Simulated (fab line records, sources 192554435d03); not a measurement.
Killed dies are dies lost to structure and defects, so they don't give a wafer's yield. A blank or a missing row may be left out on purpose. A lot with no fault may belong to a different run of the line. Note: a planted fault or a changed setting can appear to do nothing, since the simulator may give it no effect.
fab line records -- flow n5Finfet
record lots=6, wafers=16, lastDay=17
route steps=1938 shown PASSIVATION@1903
lots untouched by any fault: they come from a run of this same line in which no faults occurred
startH: hours from the record's opening day to when the first of the lot's shown wafers began -- waitH: hours since the lot's step before -- " as in the row above -- L1.1+2: one row covering several wafers at once -- - no value present, or no start provided -- * or withheld: withheld -- < > ~ a bound
route shown NAME@n: names a module that has steps shown in the file, with the first one's number in the route -- usual: average and standard deviation across the fault-free wafers -- same: alike in all rows -- chamber/n: place in a boat -- sites: readings site by site -- _std_site: the values' standard deviation -- _edge_site: the outer-site mean with the inner-site mean subtracted -- radiusMm: how far each site lies from the wafer's centre -- mask NAME#n: copy n -- behind: the tool/chamber that last shaped the wafer -- hold: the reason the lot was held/the length of the hold in hours/how it ended -- device: the transistor (n, p or np) that didn't switch -- end of line: tests run on the same wafers once the route is complete -- for a step that has no rows: nothing shown but its recipe -- killed: dies that structure and defects cost at the first sort, which is not the same as the wafer's yield -- map: per-die view of a wafer (x killed, . not killed, _ where there is no die)
set.NAME: setting as actually run; set.NAME@STEP: the setting as run at that earlier step -- model.NAME: the simulator's own value behind a step, which no gauge read
a table for each step, a row for each wafer; lots at some steps of the route
services: when a tool's chamber went out of use (startH, in hours from the record's first day, below 0 if earlier), for how many hours, and the reason
## steps
# step N5_PASSIVATION_DEVELOP_29
# recipe developTimeS=60, rinseLiquid=diw, dry=airSpin, devTempC=21
# step N5_PASSIVATION_HARDBAKE_31
# recipe tempC=130, timeS=120
# step N5_PASSIVATION_CD_MEAS_30
# recipe targetCdNm=4000, landingEnergyEv=500, detector=seInlens, polarity=opening
# usual cdNm=4000.6/2.7
# same landingEnergyEv=500
lot.wafer,tool,chamber,startH,waitH,cdNm
L554.2,cdSem-01,0,275.65,-,3999.5
L554.3,cdSem-01,0,275.65,-,4002.7
L554.5,cdSem-01,0,275.65,-,4004.2
L555.1,cdSem-02,0,293.10,-,4000.6
L555.2,cdSem-02,0,293.10,-,3998.1
L555.3,cdSem-02,0,293.10,-,4002.1
L563.3,cdSem-03,0,334.32,-,4000.2
L563.4,cdSem-03,0,334.32,-,4004.4
L564.3,cdSem-03,0,351.84,-,4005.9
L564.5,cdSem-03,0,351.84,-,4000.3
L571.1,cdSem-03,0,382.59,-,3996.2
L571.4,cdSem-03,0,382.59,-,3996.7
L571.6,cdSem-03,0,382.59,-,3997.7
L574.4,cdSem-01,0,402.59,-,3997.1
L574.5,cdSem-01,0,402.59,-,3999.6
L574.6,cdSem-01,0,402.59,-,4001.4
# step N5_PASSIVATION_OVL_MEAS_63
# recipe pointsPerWafer=44
# usual PAD_OVL=1/5.1
lot.wafer,tool,chamber,startH,waitH,PAD_OVL[nm]
L554.2,overlay-01,0,275.68,0.0,6
L554.3,overlay-01,0,275.68,0.0,7
L554.5,overlay-01,0,275.68,0.0,5
L555.1,overlay-02,0,293.13,0.0,6
L555.2,overlay-02,0,293.13,0.0,-4
L555.3,overlay-02,0,293.13,0.0,6
L563.3,overlay-01,0,334.34,0.0,7
L563.4,overlay-01,0,334.34,0.0,10
L564.3,overlay-02,0,351.87,0.0,-3
L564.5,overlay-02,0,351.87,0.0,-4
L571.1,overlay-01,0,382.62,0.0,-1
L571.4,overlay-01,0,382.62,0.0,15
L571.6,overlay-01,0,382.62,0.0,9
L574.4,overlay-01,0,402.62,0.0,-1
L574.5,overlay-01,0,402.62,0.0,-2
L574.6,overlay-01,0,402.62,0.0,2
# step N5_PASSIVATION_INSPECT_64
# recipe mode=adi, inspectInstrument=macro
# usual rawDefectCount=2.0/1.4
lot.wafer,tool,chamber,startH,waitH,rawDefectCount
L554.2,defectInspect-01,-,275.70,0.0,5
L554.3,defectInspect-01,-,275.70,0.0,4
L554.5,defectInspect-01,-,275.70,0.0,1
L555.1,defectInspect-01,-,293.15,0.0,0
L555.2,defectInspect-01,-,293.15,0.0,4
L555.3,defectInspect-01,-,293.15,0.0,2
L563.3,defectInspect-01,-,334.37,0.0,3
L563.4,defectInspect-01,-,334.37,0.0,0
L564.3,defectInspect-02,-,351.89,0.0,6
L564.5,defectInspect-02,-,351.89,0.0,2
L571.1,defectInspect-01,-,382.64,0.0,4
L571.4,defectInspect-01,-,382.64,0.0,1
L571.6,defectInspect-01,-,382.64,0.0,3
L574.4,defectInspect-02,-,402.64,0.0,3
L574.5,defectInspect-02,-,402.64,0.0,2
L574.6,defectInspect-02,-,402.64,0.0,1
# step N5_PASSIVATION_DESCUM_32
# recipe chemistry=O2, timeS=7.9, sourcePowerW=50, biasPowerW=20, pressureMtorr=20, rfFrequencyHz=2.712e+07, tempC=40, o2FlowSccm=225
# usual chamberPressureMTorr=19.998/0.018, drypumpMotorCurrentA=5.6/0.43, oesProductAu=0.82/0.071, rfVppV=243.1/1.4, showerheadPlenumPTorr=2.08/0.075, tempC=40.01/0.1, throttleValvePct=20.29/0.23
lot.wafer,tool,chamber,startH,waitH,chamberPressureMTorr,drypumpMotorCurrentA,oesProductAu,rfHoursCounterH,rfVppV,showerheadPlenumPTorr,tempC,throttleValvePct
L554.2,rieDiel-01,2,275.75,0.0,19.994,5.6,0.82,92,242.2,2.04,40.02,20.36
L554.3,rieDiel-01,0,275.75,0.0,19.995,5.2,0.79,112,245.0,2.20,40.10,20.46
L554.5,rieDiel-01,1,275.75,0.0,20.007,5.3,0.93,-,240.9,2.03,40.23,20.23
L555.1,rieDiel-06,3,293.19,0.0,20.034,5.0,0.85,86,242.2,2.04,39.92,20.52
L555.2,rieDiel-06,0,293.19,0.0,19.995,5.2,0.68,243,244.4,2.12,40.07,20.06
L555.3,rieDiel-06,2,293.19,0.0,19.966,5.8,0.80,100,241.9,2.09,39.90,20.15
L563.3,rieDiel-01,3,334.40,0.0,19.994,6.1,0.89,40,241.8,2.02,40.13,19.88
L563.4,rieDiel-01,2,334.40,0.0,19.969,5.6,0.80,113,241.5,2.03,39.93,20.41
L564.3,rieDiel-01,2,351.92,0.0,19.989,5.6,0.79,118,243.3,2.03,39.88,20.42
L564.5,rieDiel-01,3,351.92,0.0,19.969,6.1,0.87,-,240.6,2.02,39.91,19.89
L571.1,rieDiel-01,3,382.71,0.1,20.009,6.1,0.86,57,241.8,2.01,40.04,19.91
L571.4,rieDiel-01,0,382.71,0.1,19.991,5.2,0.75,150,244.9,2.18,40.04,20.53
L571.6,rieDiel-01,1,382.71,0.1,20.019,5.3,0.86,-,242.0,2.01,39.94,20.28
L574.4,rieDiel-01,3,402.72,0.1,20.004,6.1,0.85,64,241.8,2.01,40.22,19.93
L574.5,rieDiel-01,3,402.72,0.1,19.981,6.1,0.85,-,242.4,2.01,40.17,19.92
L574.6,rieDiel-01,2,402.72,0.1,19.999,5.5,0.77,-,242.9,2.03,39.77,20.44
# step N5_PASSIVATION_AL_ETCH_33
# recipe chemistry=Cl2/BCl3, targetDepthA=28000, overEtchFrac=0.15, Cl2_flow_sccm=180, bcl3FlowSccm=60, target=Al, stopOn=TaN, timeS=466.7, ionEnergyEv=100, pressureMtorr=10, icpW=900, biasW=100
# usual chamberPressureMTorr=10.000/0.0094, drypumpMotorCurrentA=5.8/0.47, mfcCl2Sccm=180.0/0.56, oesProductAu=0.72/0.086, throttleValvePct=34.2/0.42
lot.wafer,tool,chamber,startH,waitH,chamberPressureMTorr,drypumpMotorCurrentA,mfcCl2Sccm,oesProductAu,rfHoursCounterH,throttleValvePct
L554.2,rieMetal-01,0,275.83,0.1,10.000,5.8,179.2,0.66,60,33.4
L554.3,rieMetal-01,1,275.83,0.1,9.986,5.4,180.7,0.83,-,34.2
L554.5,rieMetal-01,1,275.83,0.1,10.003,5.4,181.0,0.83,-,34.1
L555.1,rieMetal-02,1,293.27,0.1,10.007,5.4,179.6,0.56,112,34.3
L555.2,rieMetal-02,0,293.27,0.1,9.987,6.6,180.0,0.76,29,34.2
L555.3,rieMetal-02,0,293.27,0.1,10.007,6.6,180.9,0.75,-,34.2
L563.3,rieMetal-02,0,334.62,0.2,9.992,6.6,179.0,0.73,-,34.3
L563.4,rieMetal-02,1,334.62,0.2,10.012,5.4,180.4,0.88,-,33.9
L564.3,rieMetal-03,0,352.17,0.2,9.992,5.6,180.4,0.62,-,35.0
L564.5,rieMetal-03,0,352.17,0.2,10.015,5.6,179.9,0.63,-,35.0
L571.1,rieMetal-03,1,382.80,0.1,10.005,5.9,180.0,0.69,52,34.3
L571.4,rieMetal-03,0,382.80,0.1,9.979,5.5,180.1,0.64,-,35.0
L571.6,rieMetal-03,1,382.80,0.1,10.003,5.9,180.1,0.68,-,34.3
L574.4,rieMetal-01,0,402.94,0.2,9.990,5.8,180.5,0.63,-,33.5
L574.5,rieMetal-01,1,402.94,0.2,10.007,5.4,179.1,0.78,-,34.2
L574.6,rieMetal-01,0,402.94,0.2,9.996,5.8,180.3,0.63,-,33.5
# step N5_PASSIVATION_ETCH_59
# recipe chemistry=Cl2/BCl3, target=TaN, targetDepthA=650, timeS=34.9, ionEnergyEv=100, pressureMtorr=10, icpW=900, biasW=100, Cl2_flow_sccm=60, bcl3FlowSccm=30
# usual chamberPressureMTorr=9.998/0.011, drypumpMotorCurrentA=5.8/0.47, mfcCl2Sccm=60.02/0.18, oesProductAu=0.81/0.1, throttleValvePct=21.1/0.32
lot.wafer,tool,chamber,startH,waitH,chamberPressureMTorr,drypumpMotorCurrentA,mfcCl2Sccm,oesProductAu,rfHoursCounterH,throttleValvePct
L554.2,rieMetal-01,0,276.23,0.3,10.002,5.8,60.06,0.76,61,20.5
L554.3,rieMetal-01,1,276.23,0.3,9.996,5.4,60.05,0.97,-,20.8
L554.5,rieMetal-01,1,276.23,0.3,9.991,5.4,60.02,0.97,-,20.8
L555.1,rieMetal-02,1,293.67,0.3,9.987,5.4,60.11,0.64,113,21.2
L555.2,rieMetal-02,0,293.67,0.3,9.989,6.6,59.92,0.81,30,21.2
L555.3,rieMetal-02,0,293.67,0.3,10.000,6.6,60.03,0.81,-,21.2
L563.3,rieMetal-02,0,334.92,0.2,9.999,6.6,59.93,0.79,-,21.2
L563.4,rieMetal-02,1,334.92,0.2,10.003,5.4,60.18,0.99,-,20.8
L564.3,rieMetal-03,0,352.47,0.2,9.989,5.5,59.84,0.71,-,21.6
L564.5,rieMetal-03,0,352.47,0.2,10.002,5.5,59.86,0.71,-,21.6
L571.1,rieMetal-03,1,383.20,0.3,10.004,5.9,60.13,0.73,52,21.3
L571.4,rieMetal-03,0,383.20,0.3,10.004,5.5,60.27,0.72,-,21.6
L571.6,rieMetal-03,1,383.20,0.3,10.003,5.8,60.09,0.73,-,21.3
L574.4,rieMetal-01,0,403.23,0.2,10.002,5.8,60.27,0.73,-,20.6
L574.5,rieMetal-01,1,403.23,0.2,9.910,5.4,59.75,0.91,-,20.9
L574.6,rieMetal-01,0,403.23,0.2,9.986,5.8,59.83,0.73,-,20.6
# step N5_PASSIVATION_STRIP_34
# recipe chemistry=O2, powerW=600, tempC=60, pressureMtorr=30, rfFrequencyHz=6e+07, biasPowerW=0, overashFraction=2, o2FlowSccm=225
# usual chamberPressureMTorr=30.00/0.08, drypumpMotorCurrentA=5.6/0.42, oesProductAu=0.81/0.069, rfVppV=3.5/1.5, showerheadPlenumPTorr=2.07/0.073, tempC=59.99/0.12, throttleValvePct=16.57/0.2
# same overashFraction=2
lot.wafer,tool,chamber,startH,waitH,chamberPressureMTorr,drypumpMotorCurrentA,oesProductAu,rfHoursCounterH,rfVppV,showerheadPlenumPTorr,tempC,throttleValvePct
L554.2,rieDiel-01,2,276.39,0.1,30.05,5.6,0.79,92,3.3,2.04,60.18,16.59
L554.3,rieDiel-01,0,276.39,0.1,30.03,5.2,0.78,112,3.8,2.20,60.00,16.63
L554.5,rieDiel-01,0,276.39,0.1,29.93,5.2,0.79,-,4.4,2.20,59.86,16.69
L555.1,rieDiel-06,0,293.85,0.1,30.03,5.2,0.70,243,3.4,2.13,60.14,16.43
L555.2,rieDiel-06,1,293.85,0.1,30.03,6.3,0.83,61,2.6,2.23,59.96,16.63
L555.3,rieDiel-06,2,293.85,0.1,29.80,5.8,0.81,100,5.9,2.09,59.88,16.53
L563.3,rieDiel-04,1,335.01,0.1,29.98,5.8,0.87,40,4.4,2.14,59.89,16.56
L563.4,rieDiel-04,0,335.01,0.1,30.07,6.0,0.73,173,0.8,1.99,60.10,16.49
L564.3,rieDiel-04,3,352.60,0.1,30.05,5.2,0.78,147,5.8,2.01,60.00,16.79
L564.5,rieDiel-04,1,352.60,0.1,29.93,5.8,0.85,-,4.9,2.13,60.05,16.61
L571.1,rieDiel-04,2,383.32,0.1,29.94,6.0,0.91,6,2.4,2.07,60.14,16.27
L571.4,rieDiel-04,3,383.32,0.1,29.94,5.2,0.75,161,3.4,2.00,60.15,16.89
L571.6,rieDiel-04,2,383.32,0.1,30.10,6.0,0.94,-,1.6,2.07,59.96,16.26
L574.4,rieDiel-06,0,403.32,0.1,30.06,5.2,0.93,24,4.6,2.12,59.84,16.15
L574.5,rieDiel-06,2,403.32,0.1,30.05,5.8,0.77,-,3.3,2.08,60.11,16.54
L574.6,rieDiel-06,1,403.32,0.1,29.94,6.4,0.77,-,5.3,2.21,60.11,16.75
# step N5_PASSIVATION_STRIP_51
# recipe chemistry=postEtchResidueRemover, timeS=1200, tempC=72.5
# step N5_PASSIVATION_CLEAN_69
# recipe chemistry=IPA, timeS=180, tempC=25
# step N5_PASSIVATION_SRD_70
# recipe dry=ipaMarangoni, timeS=30, tempC=23, rinseLiquid=diw
# step N5_PASSIVATION_PECVD_53
# recipe material=SiO2, targetThkA=8000, tempC=400, precursor=TEOS/O2, pressureTorr=6.5, rfW=withheld, teosFlowSccm=withheld, gas=O2, flowSccm=2650, timeS=169.4
# usual runLengthS=197.3/0.51
lot.wafer,tool,chamber,startH,waitH,runLengthS,model.SiO2_of_PASSIVATION_PECVD_53.thkNm
L554.2,pecvd-02,0,276.90,0.0,197.9,799.6
L554.3,pecvd-02,2,276.90,0.0,197.5,799.4
L554.5,pecvd-02,0,276.90,0.0,198.1,818.8
L555.1,pecvd-04,1,294.39,0.0,197.0,775.8
L555.2,pecvd-04,0,294.39,0.0,197.0,805.2
L555.3,pecvd-04,2,294.39,0.0,197.6,783.2
L563.3,pecvd-04,0,335.51,0.0,156.0,626.2
L563.4,pecvd-04,0,335.51,0.0,156.3,632.6
L564.3,pecvd-04,1,353.14,0.0,156.4,601
L564.5,pecvd-04,0,353.14,0.0,198.1,824.2
L571.1,pecvd-01,1,383.82,0.0,196.3,787.6
L571.4,pecvd-01,0,383.82,0.0,197.2,814.8
L571.6,pecvd-01,2,383.82,0.0,197.7,799.2
L574.4,pecvd-02,1,403.88,0.1,196.4,809.4
L574.5,pecvd-02,0,403.88,0.1,198.6,818.4
L574.6,pecvd-02,2,403.88,0.1,196.5,836.6
# step N5_PASSIVATION_PECVD_35
# recipe material=SiNx, targetThkA=7000, tempC=400, precursor=SiH4/NH3/N2, pressureTorr=4.9, rfW=1406, timeS=151.3
# usual heaterPowerW=378/86, runLengthS=195.2/0.5, showerheadPlenumPTorr=8.68/0.053, throttleValvePct=29.5/1.5
lot.wafer,tool,chamber,startH,waitH,heaterPowerW,runLengthS,showerheadPlenumPTorr,throttleValvePct
L554.2,pecvd-02,0,277.01,0.1,299,195.8,8.62,30.3
L554.3,pecvd-02,2,277.01,0.1,396,195.0,8.66,27.4
L554.5,pecvd-02,0,277.01,0.1,181,196.4,8.65,30.1
L555.1,pecvd-04,1,294.50,0.1,463,195.7,8.72,32.0
L555.2,pecvd-04,0,294.50,0.1,437,195.1,8.70,28.2
L555.3,pecvd-04,2,294.50,0.1,332,194.9,8.77,29.3
L563.3,pecvd-04,0,335.62,0.1,438,195.0,8.67,28.4
L563.4,pecvd-04,0,335.62,0.1,301,195.1,8.68,28.3
L564.3,pecvd-04,1,353.25,0.1,497,195.3,8.67,31.8
L564.5,pecvd-04,0,353.25,0.1,410,195.3,8.70,28.7
L571.1,pecvd-01,1,383.93,0.1,541,194.3,8.60,29.2
L571.4,pecvd-01,0,383.93,0.1,284,195.5,8.67,27.9
L571.6,pecvd-01,2,383.93,0.1,456,195.5,8.78,28.6
L574.4,pecvd-02,1,403.99,0.1,251,194.4,8.64,32.0
L574.5,pecvd-02,0,403.99,0.1,266,195.8,8.65,30.2
L574.6,pecvd-02,2,403.99,0.1,305,195.0,8.68,27.5
# step N5_PASSIVATION_PROBE_49
# usual defectLimitedYield=91.1/1.4, killed_at_M0_to_M3=34/9.7, killed_at_M4_up=13/5.1, killedAtContacts=14/6.3, killedAtFrontEnd=40/11, killedAtOther=3.5/2.7, killedDies=105/16, killedOnRim=13/4.1, killedOpen=70/12, killedShort=34/7.8, sort_bin_4_leakage=0.02/0.13, sort_bin_5_function=5.2/0.88, sort_bin_6_memory=3.3/0.7, sortNPass=1074/17, sortYieldPct=91.0/1.5
# same grossDies=1180, killedAtBackSide=0, sort_bin_8_speed[%]=0
lot.wafer,tool,chamber,startH,waitH,defectLimitedYield[%],killed_at_M0_to_M3,killed_at_M4_up,killedAtContacts,killedAtFrontEnd,killedAtOther,killedDies,killedOnRim,killedOpen,killedShort,sort_bin_4_leakage[%],sort_bin_5_function[%],sort_bin_6_memory[%],sortNPass,sortYieldPct[%]
L554.2,prober-01,-,280.96,0.1,89.2,50,11,17,48,1,127,21,85,42,0,6.3,3.9,1053,89.2
L554.3,prober-01,-,281.01,0.1,88.1,54,15,25,44,2,140,16,99,41,0,7.2,4.2,1040,88.1
L554.5,prober-01,-,281.11,0.2,90.3,32,12,26,45,0,115,12,81,34,0,6.0,3.5,1065,90.3
L564.3,prober-02,-,357.52,0.1,93.6,17,11,14,32,2,76,9,57,19,0,3.6,2.6,1104,93.6
L564.5,prober-02,-,357.62,0.2,91.7,29,13,24,29,3,98,14,71,27,0,4.8,3.3,1082,91.7
L571.1,prober-01,-,387.99,0.0,92.8,29,8,12,33,3,85,12,54,30,0,4.6,2.5,1095,92.8
L571.4,prober-01,-,388.14,0.2,92.4,30,6,12,37,5,90,8,56,32,0,3.6,3.9,1090,92.4
L571.6,prober-01,-,388.24,0.3,90.7,43,9,16,40,2,110,12,64,45,0,5.3,3.3,1070,90.7
# killed by level:class
L554.2 MOL_CONTACT_COAG:geometricParticle:open=16 BEOL_M0_SAQP:geometricParticle:short=14 BEOL_M0_SAQP:geometricParticle:open=13 STI_FIN_REVEAL:geometricParticle:open=10 BEOL_M2:geometricParticle:open=10 FIN_SAQP:geometricParticle:short=8 FIN_SAQP:geometricParticle:open=7 DUMMY_GATE:geometricParticle:open=6
L554.3 MOL_CONTACT_COAG:geometricParticle:open=23 BEOL_M2:geometricParticle:open=15 FIN_SAQP:geometricParticle:open=13 FIN_SAQP:geometricParticle:short=9 BEOL_M0_SAQP:geometricParticle:open=8 BEOL_M3:geometricParticle:open=8 BEOL_M0_SAQP:geometricParticle:short=7 BEOL_M1:geometricParticle:open=6
L554.5 MOL_CONTACT_COAG:geometricParticle:open=20 STI_FIN_REVEAL:geometricParticle:open=16 BEOL_M2:geometricParticle:open=10 BEOL_M0_SAQP:geometricParticle:short=7 MOL_CONTACT_COAG:geometricParticle:short=6 FIN_SAQP:geometricParticle:short=5 STARTING-WAFER:geometricParticle:open=5 FIN_SAQP:geometricParticle:open=4
L564.3 MOL_CONTACT_COAG:geometricParticle:open=12 STI_FIN_REVEAL:geometricParticle:open=9 DUMMY_GATE:geometricParticle:open=7 BEOL_M0:geometricParticle:open=4 BEOL_M2:geometricParticle:open=4 ILD0:geometricParticle:open=3 BEOL_M1:geometricParticle:open=3 BEOL_M4:geometricParticle:open=3
L564.5 MOL_CONTACT_COAG:geometricParticle:open=20 BEOL_M1:geometricParticle:open=8 BEOL_M4:geometricParticle:open=7 GATE_CUT:geometricParticle:short=6 STI_FIN_REVEAL:geometricParticle:open=5 BEOL_M2:geometricParticle:open=5 BEOL_M3:geometricParticle:open=5 FIN_SAQP:geometricParticle:short=4
L571.1 STI_FIN_REVEAL:geometricParticle:open=10 MOL_CONTACT_COAG:geometricParticle:open=9 GATE_CUT:geometricParticle:short=6 BEOL_M1:geometricParticle:open=6 GATE_CUT:geometricParticle:open=4 BEOL_M0_SAQP:geometricParticle:open=4 BEOL_M0_SAQP:geometricParticle:short=4 BEOL_M2:geometricParticle:open=4
L571.4 MOL_CONTACT_COAG:geometricParticle:open=12 FIN_SAQP:geometricParticle:short=8 GATE_CUT:geometricParticle:short=6 BEOL_M0_SAQP:geometricParticle:open=6 BEOL_M1:geometricParticle:open=6 STI_FIN_REVEAL:geometricParticle:open=5 BEOL_M0_SAQP:geometricParticle:short=5 FIN_SAQP:geometricParticle:open=4
L571.6 MOL_CONTACT_COAG:geometricParticle:open=13 FIN_SAQP:geometricParticle:short=12 BEOL_M0_SAQP:geometricParticle:open=11 BEOL_M0_SAQP:geometricParticle:short=11 BEOL_M2:geometricParticle:open=7 DUMMY_GATE:geometricParticle:open=6 BEOL_M1:geometricParticle:open=6 GATE_CUT:geometricParticle:short=5
## services
tool,chamber,startH,hours,kind
pecvd-01,1,254.45,48.9,repair
rieDiel-06,-,256.88,0.1,repair
pecvd-01,2,264.95,6.6,repair
rieDiel-01,-,284.58,0.4,repair
rieMetal-02,1,305.63,-,clean
rieMetal-02,1,305.63,16.4,scheduledDown
rieMetal-02,1,305.63,16.4,ventCycle
rieDiel-06,0,311.12,-,clean
rieDiel-06,0,311.12,-,consumableReplace:esc
rieDiel-06,0,311.12,-,consumableReplace:focusRing
rieDiel-06,0,311.12,22.7,scheduledDown
rieDiel-06,0,311.12,22.7,ventCycle
rieMetal-02,-,328.64,0.5,repair
rieMetal-03,0,332.65,14.8,repair
rieDiel-01,2,337.34,4.5,repair
rieDiel-04,2,353.14,-,clean
pecvd-02,1,353.20,5.5,scheduledDown
pecvd-02,-,361.59,2.8,pm
pecvd-04,1,383.62,-,clean
pecvd-04,1,383.62,-,consumableReplace:showerhead
pecvd-04,1,383.62,29.0,scheduledDown
pecvd-04,1,383.62,29.0,ventCycle
rieMetal-02,-,388.06,28.1,pm
pecvd-04,-,393.86,3.2,repair
## key
firstSign step=N5_PASSIVATION_PECVD_53, reading=runLengthS, direction=down, sigmas=81, usual=*, struck=*
effect none on later readings
modelEffect step=N5_PASSIVATION_PECVD_53, value=SiO2_of_PASSIVATION_PECVD_53.thkNm, without=811.9, struck=619.9
metAt N5_PASSIVATION_PECVD_53
struckWafers L563.3,L563.4,L564.3
onsetBetween 294.39 335.51
fault kind=processParameterDrift, tool=pecvd-04, chamber=-, onsetH=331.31, steps=N5_PASSIVATION_PECVD_53, channel=timeS, offset=*, shape=step, endH=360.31, scope=struckWafersOnly, actsIn=*, stated=*
